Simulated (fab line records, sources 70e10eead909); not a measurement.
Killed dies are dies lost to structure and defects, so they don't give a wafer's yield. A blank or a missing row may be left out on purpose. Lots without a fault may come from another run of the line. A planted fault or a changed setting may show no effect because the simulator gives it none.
fab line records | flow nand_harc
record lots=13 wafers=39 last_day=23
route steps=1159 shown A_CONTACT@923 A_BONDPAD@1084 THIN_TSV@1129 END@1159
lots that met no fault: from a run of the same line without faults
start_h: hours from the record's first day to the start of the lot's first wafer shown | wait_h: hours since the lot's step before | " the same as in the row above | L1.1+2: a row that stands for several wafers | - no value, or no start given | * or withheld: withheld | < > ~ a bound
route shown NAME@n: a module of which the file shows steps, and the number in the route of the first | usual: mean/standard deviation of fault-free wafers | same: alike in all rows | chamber/n: place in a boat | sites: the reading at each site | _std_site: their standard deviation | _edge_site: outer sites' mean less inner sites' | radius_mm: how far each site lies from the wafer's centre | mask NAME#n: copy n | behind: the tool/chamber that last shaped the wafer | hold: why the lot was held/for how many hours/how that ended | device: the transistor (n, p or np) that didn't switch | end of line: the same wafers' tests at the end of the route | a step without rows: its recipe alone | killed: dies lost to structure and defects at the first sort, not the wafer's yield | map: a wafer's dies, x killed, . not, _ none there
set.NAME: the setting as run; set.NAME@STEP: as run at that earlier step | model.NAME: the simulator's own value behind a step, which no gauge read
steps of the route over a sample of lots; a table a step, a row a wafer
services: from which hour (start_h, from the record's first day; less than 0 if before it) a tool's chamber was out of use, for how many hours, and why
## steps
# step NHARC_A_CONTACT_DEP_84
# recipe target_thk_a=20000 temp_c=400 material=aC
# usual throttle_valve_pct=35.000/0.0092
# columns lot.wafer tool chamber start_h wait_h throttle_valve_pct
L468.3 acl_dep-02 0 380.69 - 35.012
L468.4 " 0 " " 34.995
L468.5 " 0 " " 34.996
L470.2 acl_dep-03 0 382.10 - 35.007
L470.3 " 0 " " 35.027
L470.6 " 0 " " 34.996
L469.2 acl_dep-03 0 383.36 - 34.981
L469.4 " 0 " " 34.994
L469.5 " 0 " " 35.001
L471.1 acl_dep-02 0 391.80 - 35.013
L471.4 " 0 " " 35.000
L471.5 " 0 " " 35.006
L473.1 acl_dep-01 0 398.20 - 35.005
L473.4 " 0 " " 35.000
L473.5 " 0 " " 35.008
L472.1 acl_dep-01 0 403.22 - 34.983
L472.3 " 0 " " 35.006
L472.4 " 0 " " 34.988
L474.2 acl_dep-02 0 408.48 - 34.998
L474.5 " 0 " " 35.002
L474.6 " 0 " " 34.999
L476.1 acl_dep-03 0 434.16 - 35.007
L476.2 " 0 " " 34.992
L476.6 " 0 " " 35.004
L478.1 acl_dep-03 0 436.27 - 35.005
L478.3 " 0 " " 35.004
L478.4 " 0 " " 35.007
L477.3 acl_dep-01 0 437.99 - 35.025
L477.4 " 0 " " 34.986
L477.5 " 0 " " 35.007
L482.1 acl_dep-03 0 446.76 - 35.003
L482.3 " 0 " " 34.993
L482.6 " 0 " " 35.019
L481.2 acl_dep-02 0 447.84 - 34.994
L481.4 " 0 " " 34.996
L481.5 " 0 " " 35.000
L487.1 acl_dep-02 0 491.24 - 34.990
L487.3 " 0 " " 35.003
L487.5 " 0 " " 34.985
# step NHARC_A_BONDPAD_PVD_17
# recipe target_thk_a=50 bias_v=168.6 power_w=15000 chamber_pressure_pa=0.12 time_s=8.06 substrate_temp_c=50 material=TaN
# usual throttle_valve_pct=30.0/0.81
# same time_s=8.06
# columns lot.wafer tool chamber start_h wait_h throttle_valve_pct
L468.3 pvd_sputter-02 - - - 30.9
L468.4 " - " " 28.9
L468.5 " - " " 28.9
L470.3 pvd_sputter-03 - - - 29.9
L470.2 " - " " 30.0
L470.6 " - " " 30.6
L469.2 pvd_sputter-02 - - - 29.2
L469.4 " - " " 30.3
L469.5 " - " " 29.3
L471.1 pvd_sputter-02 - - - 30.5
L471.4 " - " " 29.5
L471.5 " - " " 30.5
L473.4 pvd_sputter-01 - - - 31.7
L473.1 " - " " 29.2
L473.5 " - " " 29.6
L472.4 pvd_sputter-03 - - - 28.8
L472.3 " - " " 30.6
L472.1 " - " " 29.9
L474.2 pvd_sputter-01 - - - 31.9
L474.5 " - " " 29.4
L474.6 " - " " 30.4
L476.1 pvd_sputter-02 - - - 30.6
L476.2 " - " " 29.6
L476.6 " - " " 31.0
L478.4 pvd_sputter-02 - - - 29.5
L478.3 " - " " 29.0
L478.1 " - " " 29.9
L477.3 pvd_sputter-01 - - - 29.1
L477.4 " - " " 29.2
L477.5 " - " " 29.3
L482.1 pvd_sputter-03 - - - 30.0
L482.3 " - " " 30.4
L482.6 " - " " 30.2
L481.4 pvd_sputter-02 - - - 30.2
L481.2 " - " " 29.1
L481.5 " - " " 30.1
L487.3 pvd_sputter-03 - - - 29.7
L487.1 " - " " 29.8
# step NHARC_THIN_TSV_PVD_19
# recipe target_thk_a=200 chamber_pressure_pa=5 material=TaN
# usual throttle_valve_pct=30.0/0.71
# columns lot.wafer tool chamber start_h wait_h throttle_valve_pct
L470.2 pvd_sputter-02 - - - 30.2
L470.3 " - " " 31.2
L470.6 " - " " 29.2
L468.3 pvd_sputter-01 - - - 30.6
L468.4 " - " " 29.1
L468.5 " - " " 31.8
L471.4 pvd_sputter-01 - - - 29.2
L471.1 " - " " 29.3
L471.5 " - " " 31.9
L469.4 pvd_sputter-03 - - - 30.7
L469.2 " - " " 30.1
L469.5 " - " " 28.7
L473.1 pvd_sputter-02 - - - 30.2
L473.4 " - " " 30.8
L473.5 " - " " 28.9
L472.4 pvd_sputter-01 - - - 31.8
L472.1 " - " " 29.6
L472.3 " - " " 30.5
L474.2 pvd_sputter-01 - - - 31.6
L474.5 " - " " 29.3
L474.6 " - " " 30.7
L476.2 pvd_sputter-03 - - - 29.6
L476.1 " - " " 29.5
L476.6 " - " " 29.9
L478.1 pvd_sputter-03 - - - 29.6
L478.4 " - " " 30.4
L478.3 " - " " 30.2
L477.3 pvd_sputter-03 - - - 30.5
L477.4 " - " " 29.9
L477.5 " - " " 30.4
L482.3 pvd_sputter-03 - - - 29.7
L482.1 " - " " 30.7
L482.6 " - " " 30.6
L481.2 pvd_sputter-03 - - - 30.4
L481.4 " - " " 30.0
L481.5 " - " " 29.5
L487.3 pvd_sputter-02 - - - 29.9
L487.1 " - " " 29.3
# step NHARC_THIN_TSV_DESCUM_35
# recipe time_s=3 o2_flow_sccm=200 ar_flow_sccm=0 bias_power_w=0 chemistry=O2
# usual drypump_motor_current_A=5.6/0.59 mfc_ar_sccm=0.010/0.011 oes_product_au=0.999/0.0097 rf_vpp_V=57.7/0.86 showerhead_plenum_p_Torr=1.88/0.072 throttle_valve_pct=11.311/0.009
# same bias_power_w=0 time_s=3
# columns lot.wafer tool chamber start_h wait_h drypump_motor_current_A mfc_ar_sccm oes_product_au rf_hours_counter_h rf_vpp_V showerhead_plenum_p_Torr throttle_valve_pct
L470.3 rie_diel-01 3 434.53 - 5.3 0 0.997 7 56.7 1.79 11.320
L470.2 " 0 " " 5.0 0 1.001 9 57.1 1.93 11.304
L470.6 " 2 " " 5.8 0 0.990 - 58.6 1.91 11.310
L468.4 rie_diel-07 0 435.76 - 5.3 0.011 0.982 1 58.2 1.97 11.329
L468.3 " 1 " " 5.7 0.025 0.965 1 56.1 1.79 11.315
L468.5 " 3 " " 6.6 0.014 0.996 - 58.6 1.82 11.313
L471.1 rie_diel-01 3 437.16 - 5.2 0 0.994 7 57.4 1.79 11.334
L471.4 " 3 " " 5.3 0 0.989 - 59.1 1.79 11.300
L471.5 " 3 " " 5.3 0 0.991 - 57.5 1.79 11.312
L469.2 rie_diel-01 3 438.24 - 5.3 0 1.001 7 57.9 1.79 11.301
L469.4 " 3 " " 5.3 0 1.001 - 58.2 1.79 11.323
L469.5 " 3 " " 5.3 0 0.998 - 57.5 1.79 11.319
L473.4 rie_diel-07 2 443.11 - 6.6 0.031 1.003 1 55.6 1.88 11.314
L473.1 " 0 " " 5.3 0.011 0.989 1 59.4 1.97 11.302
L473.5 " 2 " " 6.5 0.031 1.005 - 58.3 1.88 11.319
L472.3 rie_diel-01 1 456.76 - 4.8 0.027 1.005 10 56.9 1.90 11.304
L472.4 " 3 " " 5.3 0 0.991 8 57.0 1.79 11.313
L472.1 " 0 " " 4.9 0 0.996 10 58.6 1.93 11.302
L474.2 rie_diel-01 1 458.14 - 4.8 0.027 1.003 10 57.8 1.90 11.317
L474.5 " 3 " " 5.3 0 0.988 - 58.0 1.79 11.312
L474.6 " 0 " " 5.0 0 1.009 - 57.6 1.93 11.299
L476.2 rie_diel-03 3 481.08 - 5.7 0 1.013 10 58.6 2.00 11.323
L476.1 " 1 " " 5.4 0.018 1.013 10 56.5 1.83 11.309
L476.6 " 2 " " 6.3 0 1.006 - 58.7 1.95 11.317
L478.3 rie_diel-07 3 486.09 - 6.6 0.014 1.002 4 58.0 1.82 11.300
L478.1 " 0 " " 5.4 0.011 1.002 4 57.9 1.97 11.296
L478.4 " 1 " " 5.7 0.025 0.987 4 56.6 1.78 11.311
L477.4 rie_diel-01 1 487.66 - 4.8 0.027 1.000 11 57.8 1.90 11.307
L477.3 " 2 " " 5.7 0 1.002 10 56.7 1.91 11.294
L477.5 " 3 " " 5.3 0 0.998 - 56.7 1.79 11.302
L482.1 rie_diel-07 0 493.54 - 5.4 0.011 1.003 4 58.7 1.97 11.307
L482.3 " 1 " " 5.7 0.025 0.979 5 57.2 1.78 11.302
L482.6 " 3 " " 6.6 0.014 1.014 - 58.4 1.82 11.319
L481.4 rie_diel-03 2 495.15 - 6.3 0 0.984 12 58.8 1.95 11.311
L481.2 " 3 " " 5.7 0 1.004 12 57.7 2.00 11.300
L481.5 " 3 " " 5.7 0 1.009 - 58.2 2.00 11.310
L487.3 rie_diel-07 3 538.82 - 6.7 0.014 1.005 8 57.3 1.82 11.311
L487.1 " 1 " " 5.7 0.025 0.990 8 56.4 1.78 11.324
# step NHARC_END_SORT_01
# recipe temp_c=25
# usual killed_at_array=28/11 killed_at_other=0.7/1.1 killed_at_periphery=2.9/2 killed_dies=32/11 killed_open=3.2/1.8 killed_short=2.0/1.4
# same gross_dies=677
# columns lot.wafer tool chamber start_h wait_h hold killed_at_array killed_at_other killed_at_periphery killed_dies killed_open killed_short
L470.2 prober-01 0 444.14 2.8 - 7 2 1 10 3 1
L470.3 prober-01 0 444.95 3.1 - 10 0 2 12 0 0
L470.6 prober-01 0 447.36 4.0 - 7 1 3 11 1 2
L468.3 prober-02 0 444.92 3.1 - 27 2 3 32 3 2
L468.4 prober-02 0 445.71 3.4 - 29 0 2 31 3 2
L468.5 prober-02 0 446.51 3.7 - 26 0 1 27 4 0
L471.1 prober-02 0 451.07 2.5 - 32 1 4 37 5 3
L471.4 prober-02 0 453.46 3.4 - 27 2 2 31 2 0
L471.5 prober-02 0 454.25 3.7 - 34 1 0 35 5 1
L469.2 prober-01 0 451.91 2.8 - 25 0 1 26 3 2
L469.4 prober-01 0 453.52 3.4 - 29 0 0 29 1 1
L469.5 prober-01 0 454.32 3.7 - 35 0 3 38 4 3
L473.1 prober-02 0 458.88 2.5 - 15 0 4 19 1 2
L473.4 prober-02 0 461.29 3.4 - 33 0 5 38 5 1
L473.5 prober-02 0 462.10 3.7 - 23 0 1 24 3 2
L472.1 prober-01 0 465.86 2.5 - 20 0 1 21 7 0
L472.3 prober-01 0 467.45 3.1 - 22 0 3 25 4 6
L472.4 prober-01 0 468.24 3.4 - 20 0 0 20 2 1
L474.2 prober-02 0 467.51 2.8 - 26 0 3 29 3 0
L474.5 prober-02 0 469.93 3.7 - 25 0 1 26 2 2
L474.6 prober-02 0 470.74 4.0 - 31 0 3 34 5 3
L478.1 prober-01 0 492.45 2.5 - 34 0 2 36 3 2
L478.3 prober-01 0 494.05 3.1 - 22 0 3 25 4 3
L478.4 prober-01 0 494.85 3.4 - 14 0 4 18 3 0
L476.1 prober-02 0 492.46 2.5 - 23 4 4 31 3 0
L476.2 prober-02 0 493.27 2.8 - 18 0 3 21 1 1
L476.6 prober-02 0 496.48 4.0 - 28 3 2 33 5 0
L477.3 prober-01 0 501.86 3.1 - 49 1 2 52 1 2
L477.4 prober-01 0 502.66 3.4 - 49 0 1 50 5 1
L477.5 prober-01 0 503.45 3.7 - 40 1 3 44 3 2
L482.1 prober-02 0 502.29 2.5 - 27 1 1 29 3 3
L482.3 prober-02 0 503.88 3.1 - 26 0 1 27 7 0
L482.6 prober-02 0 506.26 4.0 - 32 1 2 35 2 5
L481.2 prober-01 0 508.88 2.8 - 31 2 2 35 3 6
L481.4 prober-01 0 510.46 3.4 - 28 1 5 34 6 5
L481.5 prober-01 0 511.26 3.7 - 30 1 4 35 4 4
L487.1 prober-01 0 547.89 2.5 await_dispo/1.8h/release 12 1 3 16 2 1
L487.3 prober-01 0 549.49 3.1 await_dispo/1.8h/release 17 2 0 19 1 5
L487.5 prober-01 0 551.09 3.7 await_dispo/1.8h/release 629 0 5 634 6 1
# killed by level:class
L470.2 A_STAIRCASE:chamber_film_flake=3 A_BLC:geometric_particle:open=2 A_CHANNEL_FILL_D1:geometric_particle:open=1 P_GATE:chamber_film_flake=1 STARTING-WAFER:geometric_particle:short=1 A_SLIT:chamber_film_flake=1 HYBRID_BOND:chamber_film_flake=1
L468.3 A_CHANNEL_HOLE_D1:chamber_film_flake=14 A_SLIT:chamber_film_flake=7 P_STI:chamber_film_flake=3 A_STAIRCASE:chamber_film_flake=3 STARTING-WAFER:geometric_particle:open=2 A_WL_FILL:geometric_particle:open=1 A_CONTACT:geometric_particle:short=1 A_M0:geometric_particle:short=1
L470.3 A_CHANNEL_HOLE_D1:chamber_film_flake=3 A_STAIRCASE:chamber_film_flake=3 A_SLIT:chamber_film_flake=2 A_CONTACT:chamber_film_flake=2 P_ZERO_WELL:chamber_film_flake=1 P_GATE:chamber_film_flake=1
L468.4 A_SLIT:chamber_film_flake=10 A_CHANNEL_HOLE_D1:chamber_film_flake=8 A_CONTACT:chamber_film_flake=4 A_CHANNEL_HOLE_D1:geometric_particle:short=2 A_ZERO_WELL:chamber_film_flake=2 P_GATE:geometric_particle:open=1 A_ONON_D1:geometric_particle:open=1 A_BLC:geometric_particle:open=1
L468.5 A_CHANNEL_HOLE_D1:chamber_film_flake=11 A_SLIT:chamber_film_flake=4 A_CONTACT:chamber_film_flake=4 A_WL_FILL:geometric_particle:open=2 A_SGD_CUT:geometric_particle:open=1 A_CONTACT:geometric_particle:open=1 P_STI:chamber_film_flake=1 A_ZERO_WELL:chamber_film_flake=1
L470.6 A_STAIRCASE:chamber_film_flake=3 A_ZERO_WELL:chamber_film_flake=2 P_M0:geometric_particle:open=1 A_SGD_CUT:geometric_particle:short=1 STARTING-WAFER:geometric_particle:short=1 P_GATE:chamber_film_flake=1 P_CONTACT:chamber_film_flake=1 A_CHANNEL_HOLE_D1:chamber_film_flake=1
L471.1 A_CHANNEL_HOLE_D1:chamber_film_flake=14 A_STAIRCASE:chamber_film_flake=8 A_ZERO_WELL:chamber_film_flake=3 A_CONTACT:chamber_film_flake=3 P_STI:geometric_particle:short=1 P_STI:geometric_particle:open=1 P_GATE:geometric_particle:open=1 P_CONTACT:geometric_particle:open=1
L469.2 A_CHANNEL_HOLE_D1:chamber_film_flake=10 A_SLIT:chamber_film_flake=7 A_CONTACT:geometric_particle:open=2 A_STAIRCASE:chamber_film_flake=2 A_CHANNEL_HOLE_D1:geometric_particle:open=1 A_CONTACT:geometric_particle:short=1 A_BLC:geometric_particle:short=1 P_GATE:chamber_film_flake=1
L471.4 A_CHANNEL_HOLE_D1:chamber_film_flake=19 A_STAIRCASE:chamber_film_flake=5 THIN_TSV:chamber_film_flake=2 P_CONTACT:geometric_particle:open=1 A_CONTACT:geometric_particle:open=1 P_BONDPAD:chamber_film_flake=1 A_WL_FILL:chamber_film_flake=1 A_CONTACT:chamber_film_flake=1
L469.4 A_CHANNEL_HOLE_D1:chamber_film_flake=8 A_SLIT:chamber_film_flake=8 A_CONTACT:chamber_film_flake=8 A_CHANNEL_FILL_D1:chamber_film_flake=2 A_ONON_D1:geometric_particle:short=1 A_CONTACT:geometric_particle:open=1 A_WL_FILL:chamber_film_flake=1
L471.5 A_CHANNEL_HOLE_D1:chamber_film_flake=20 A_STAIRCASE:chamber_film_flake=7 A_ONON_D1:geometric_particle:open=2 A_CHANNEL_FILL_D1:geometric_particle:open=1 A_WL_FILL:geometric_particle:open=1 A_WL_FILL:geometric_particle:short=1 A_CONTACT:geometric_particle:open=1 A_ZERO_WELL:chamber_film_flake=1
L469.5 A_CHANNEL_HOLE_D1:chamber_film_flake=15 A_SLIT:chamber_film_flake=9 A_WL_FILL:chamber_film_flake=5 A_CONTACT:geometric_particle:open=2 P_M0:geometric_particle:open=1 P_M0:geometric_particle:short=1 A_CHANNEL_HOLE_D1:geometric_particle:short=1 A_SLIT:geometric_particle:short=1
L473.1 A_SLIT:chamber_film_flake=6 A_CHANNEL_HOLE_D1:chamber_film_flake=4 P_ZERO_WELL:chamber_film_flake=2 A_STAIRCASE:chamber_film_flake=2 P_CONTACT:geometric_particle:open=1 A_SOURCE_PLATE:geometric_particle:short=1 A_SGD_CUT:geometric_particle:short=1 P_GATE:chamber_film_flake=1
L473.4 A_CHANNEL_HOLE_D1:chamber_film_flake=12 A_SLIT:chamber_film_flake=9 A_STAIRCASE:chamber_film_flake=4 P_ZERO_WELL:chamber_film_flake=3 A_M0:geometric_particle:open=2 A_CONTACT:chamber_film_flake=2 P_M0:geometric_particle:open=1 A_ONON_D1:geometric_particle:open=1
L473.5 A_SLIT:chamber_film_flake=8 A_CHANNEL_HOLE_D1:chamber_film_flake=6 A_STAIRCASE:chamber_film_flake=3 A_ONON_D1:geometric_particle:short=1 A_ONON_D1:geometric_particle:open=1 A_CHANNEL_FILL_D1:geometric_particle:open=1 A_CONTACT:geometric_particle:short=1 A_CONTACT:geometric_particle:open=1
L472.1 A_SLIT:chamber_film_flake=8 A_CONTACT:chamber_film_flake=4 A_WL_FILL:geometric_particle:open=2 P_CONTACT:geometric_particle:open=1 A_SOURCE_PLATE:geometric_particle:open=1 A_ONON_D1:geometric_particle:open=1 A_CONTACT:geometric_particle:open=1 A_M0:geometric_particle:open=1
L472.3 A_SLIT:chamber_film_flake=6 A_CONTACT:chamber_film_flake=4 P_GATE:chamber_film_flake=3 A_CHANNEL_FILL_D1:geometric_particle:short=2 A_SGD_CUT:geometric_particle:short=2 A_CONTACT:geometric_particle:open=2 A_CHANNEL_HOLE_D1:chamber_film_flake=2 A_ONON_D1:geometric_particle:open=1
L474.2 A_CHANNEL_HOLE_D1:chamber_film_flake=16 A_CONTACT:chamber_film_flake=4 P_GATE:chamber_film_flake=2 A_BONDPAD:chamber_film_flake=2 P_M1:geometric_particle:open=1 A_SGD_CUT:geometric_particle:open=1 A_M1:geometric_particle:open=1 A_CHANNEL_FILL_D1:chamber_film_flake=1
L472.4 A_SLIT:chamber_film_flake=7 A_CHANNEL_HOLE_D1:chamber_film_flake=3 A_CONTACT:chamber_film_flake=3 A_STAIRCASE:chamber_film_flake=2 A_WL_FILL:geometric_particle:open=1 A_WL_FILL:geometric_particle:short=1 A_CONTACT:geometric_particle:open=1 A_ZERO_WELL:chamber_film_flake=1
L474.5 A_CHANNEL_HOLE_D1:chamber_film_flake=12 A_CONTACT:chamber_film_flake=5 A_STAIRCASE:chamber_film_flake=3 A_WL_FILL:geometric_particle:open=2 A_ONON_D1:geometric_particle:short=1 A_CHANNEL_HOLE_D1:geometric_particle:short=1 P_ZERO_WELL:chamber_film_flake=1 A_CHANNEL_FILL_D1:chamber_film_flake=1
L474.6 A_CHANNEL_HOLE_D1:chamber_film_flake=13 A_CONTACT:chamber_film_flake=6 A_STAIRCASE:chamber_film_flake=3 A_CONTACT:geometric_particle:open=2 P_CONTACT:geometric_particle:open=1 A_CONTACT:geometric_particle:short=1 A_BLC:geometric_particle:open=1 A_BLC:geometric_particle:short=1
L478.1 A_SLIT:chamber_film_flake=12 A_CHANNEL_HOLE_D1:chamber_film_flake=7 A_STAIRCASE:chamber_film_flake=6 P_ZERO_WELL:chamber_film_flake=2 A_CONTACT:chamber_film_flake=2 A_ONON_D1:geometric_particle:open=1 A_CHANNEL_FILL_D1:geometric_particle:short=1 A_CHANNEL_FILL_D1:geometric_particle:open=1
L476.1 A_CHANNEL_HOLE_D1:chamber_film_flake=17 A_STAIRCASE:chamber_film_flake=5 THIN_TSV:chamber_film_flake=4 P_CONTACT:geometric_particle:open=2 P_STI:geometric_particle:open=1 P_ZERO_WELL:chamber_film_flake=1 A_WL_FILL:chamber_film_flake=1
L476.2 A_CHANNEL_HOLE_D1:chamber_film_flake=15 P_GATE:chamber_film_flake=2 P_GATE:geometric_particle:short=1 A_CHANNEL_FILL_D1:geometric_particle:open=1 A_STAIRCASE:chamber_film_flake=1 A_WL_FILL:chamber_film_flake=1
L478.3 A_SLIT:chamber_film_flake=9 A_CHANNEL_HOLE_D1:chamber_film_flake=3 A_CONTACT:chamber_film_flake=2 P_M0:geometric_particle:open=1 A_ONON_D1:geometric_particle:open=1 A_CHANNEL_HOLE_D1:geometric_particle:short=1 A_WL_FILL:geometric_particle:short=1 A_WL_FILL:geometric_particle:open=1
L478.4 A_SLIT:chamber_film_flake=8 A_STAIRCASE:chamber_film_flake=3 A_CONTACT:chamber_film_flake=2 P_GATE:geometric_particle:open=1 P_M0:geometric_particle:open=1 P_M1:geometric_particle:open=1 P_ZERO_WELL:chamber_film_flake=1 A_WL_FILL:chamber_film_flake=1
L476.6 A_CHANNEL_HOLE_D1:chamber_film_flake=18 A_STAIRCASE:chamber_film_flake=3 THIN_TSV:chamber_film_flake=3 A_CONTACT:chamber_film_flake=2 P_CONTACT:geometric_particle:open=1 P_M0:geometric_particle:open=1 A_CHANNEL_FILL_D1:geometric_particle:open=1 A_CONTACT:geometric_particle:open=1
L477.3 A_SLIT:chamber_film_flake=15 A_CHANNEL_HOLE_D1:chamber_film_flake=13 A_CONTACT:chamber_film_flake=9 A_STAIRCASE:chamber_film_flake=6 A_CHANNEL_FILL_D1:chamber_film_flake=4 P_M0:geometric_particle:open=1 A_SOURCE_PLATE:geometric_particle:short=1 A_CHANNEL_FILL_D1:geometric_particle:short=1
L482.1 A_CHANNEL_HOLE_D1:chamber_film_flake=17 A_CHANNEL_FILL_D1:geometric_particle:open=2 A_CONTACT:chamber_film_flake=2 P_M0:geometric_particle:short=1 A_ONON_D1:geometric_particle:short=1 A_SLIT:geometric_particle:short=1 A_WL_FILL:geometric_particle:open=1 A_CHANNEL_FILL_D1:chamber_film_flake=1
L477.4 A_CHANNEL_HOLE_D1:chamber_film_flake=14 A_SLIT:chamber_film_flake=11 A_CONTACT:chamber_film_flake=10 A_STAIRCASE:chamber_film_flake=5 A_CHANNEL_FILL_D1:chamber_film_flake=4 A_M0:geometric_particle:open=3 P_CONTACT:geometric_particle:open=1 A_ONON_D1:geometric_particle:open=1
L477.5 A_CHANNEL_HOLE_D1:chamber_film_flake=13 A_SLIT:chamber_film_flake=9 A_STAIRCASE:chamber_film_flake=8 A_CHANNEL_FILL_D1:chamber_film_flake=4 A_CONTACT:chamber_film_flake=4 P_M0:geometric_particle:short=1 P_M0:geometric_particle:open=1 A_CONTACT:geometric_particle:open=1
L482.3 A_CHANNEL_HOLE_D1:chamber_film_flake=16 A_CONTACT:geometric_particle:open=2 A_WL_FILL:chamber_film_flake=2 P_M1:geometric_particle:open=1 A_SOURCE_PLATE:geometric_particle:open=1 A_CHANNEL_FILL_D1:geometric_particle:open=1 A_M0:geometric_particle:open=1 A_M1:geometric_particle:open=1
L482.6 A_CHANNEL_HOLE_D1:chamber_film_flake=21 A_STAIRCASE:chamber_film_flake=4 A_CHANNEL_FILL_D1:geometric_particle:short=2 A_CONTACT:chamber_film_flake=2 P_CONTACT:geometric_particle:open=1 P_CONTACT:geometric_particle:short=1 A_SOURCE_PLATE:geometric_particle:open=1 A_SGD_CUT:geometric_particle:short=1
L481.2 A_SLIT:chamber_film_flake=12 A_CHANNEL_HOLE_D1:chamber_film_flake=6 A_CONTACT:chamber_film_flake=3 A_CHANNEL_FILL_D1:geometric_particle:short=2 A_STAIRCASE:chamber_film_flake=2 P_CONTACT:geometric_particle:open=1 P_M0:geometric_particle:short=1 A_ONON_D1:geometric_particle:short=1
L481.4 A_SLIT:chamber_film_flake=15 P_M0:geometric_particle:short=2 A_CHANNEL_FILL_D1:geometric_particle:short=2 A_CHANNEL_HOLE_D1:chamber_film_flake=2 A_STAIRCASE:chamber_film_flake=2 A_CONTACT:chamber_film_flake=2 P_GATE:geometric_particle:open=1 P_CONTACT:geometric_particle:open=1
L481.5 A_SLIT:chamber_film_flake=11 A_CONTACT:chamber_film_flake=4 A_CHANNEL_HOLE_D1:chamber_film_flake=3 A_STAIRCASE:chamber_film_flake=3 A_M1:chamber_film_flake=3 P_CONTACT:geometric_particle:open=2 A_CHANNEL_FILL_D1:geometric_particle:short=2 A_CONTACT:geometric_particle:short=2
L487.1 A_CHANNEL_HOLE_D1:chamber_film_flake=4 A_STAIRCASE:chamber_film_flake=3 A_CONTACT:chamber_film_flake=2 P_M0:geometric_particle:open=1 A_WL_FILL:geometric_particle:short=1 A_CONTACT:geometric_particle:open=1 P_ZERO_WELL:chamber_film_flake=1 P_GATE:chamber_film_flake=1
L487.3 A_WL_FILL:chamber_film_flake=4 A_CHANNEL_HOLE_D1:chamber_film_flake=2 A_CONTACT:chamber_film_flake=2 THIN_TSV:chamber_film_flake=2 A_SOURCE_PLATE:geometric_particle:open=1 A_ONON_D1:geometric_particle:short=1 A_CHANNEL_HOLE_D1:geometric_particle:short=1 A_SGD_CUT:geometric_particle:short=1
L487.5 A_CONTACT:area_dep=609 A_CHANNEL_HOLE_D1:chamber_film_flake=5 A_WL_FILL:chamber_film_flake=4 A_M0:chamber_film_flake=4 A_SOURCE_PLATE:geometric_particle:open=3 P_GATE:chamber_film_flake=2 A_CONTACT:chamber_film_flake=2 P_CONTACT:geometric_particle:open=1
## services
# columns tool chamber start_h hours kind
rie_diel-01 0 372.83 - clean
rie_diel-01 1 372.83 - clean
pvd_sputter-03 - 373.09 3.2 repair
rie_diel-07 0 380.67 6.1 repair
pvd_sputter-02 - 385.61 10.0 repair
rie_diel-03 - 392.30 9.0 pm
rie_diel-07 - 402.40 1.2 repair
rie_diel-07 - 405.20 9.0 pm
acl_dep-03 - 405.59 13.0 pm
rie_diel-03 0 417.05 9.7 repair
pvd_sputter-03 - 418.19 5.3 repair
rie_diel-03 - 428.97 0.8 repair
pvd_sputter-03 - 431.64 1.4 repair
rie_diel-01 1 433.01 8.9 repair
rie_diel-01 2 436.82 6.7 repair
acl_dep-03 - 437.56 2.2 repair
rie_diel-03 1 442.17 2.5 repair
pvd_sputter-03 - 458.00 10.0 pm
rie_diel-03 3 472.58 4.9 repair
acl_dep-01 - 475.61 13.0 pm
rie_diel-03 0 479.40 12.8 repair
rie_diel-01 - 491.83 9.0 pm
pvd_sputter-01 - 514.05 10.0 pm
acl_dep-02 - 533.36 13.0 pm
## key
first_sign step=NHARC_END_SORT_01 reading=killed_at_array direction=up sigmas=55 usual=28 struck=629
effect step=NHARC_END_SORT_01 reading=killed_dies direction=up sigmas=53 usual=32 struck=634
more_kills_born_at NHARC_A_CONTACT_DEP_84@acl_dep-02=609
met_at NHARC_A_CONTACT_DEP_84
struck_lots L487
struck_wafers L487.5
later_rows_left_out L487.5
tester_left_out L487
not_acting_at NHARC_A_BONDPAD_PVD_17,NHARC_THIN_TSV_PVD_19,NHARC_THIN_TSV_DESCUM_35
onset_between 447.84 491.24
fault kind=process_parameter_drift tool=acl_dep-02 chamber=- onset_h=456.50 steps=NHARC_A_CONTACT_DEP_84 channel=target_thk_a offset=* shape=step end_h=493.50 scope=struck_wafers_only acts_in=* stated=*
# tester_left_out: of these lots the tester's yield and bins aren't shown, on N5 and GAA mostly nor the transistor test; their killed dies are dies lost to structure and defects alone, not to doping, threshold or leakage, so they don't give the yield
# later_rows_left_out: the simulator's readings of these wafers behind a module that went badly wrong aren't trusted and aren't shown, but for the sort
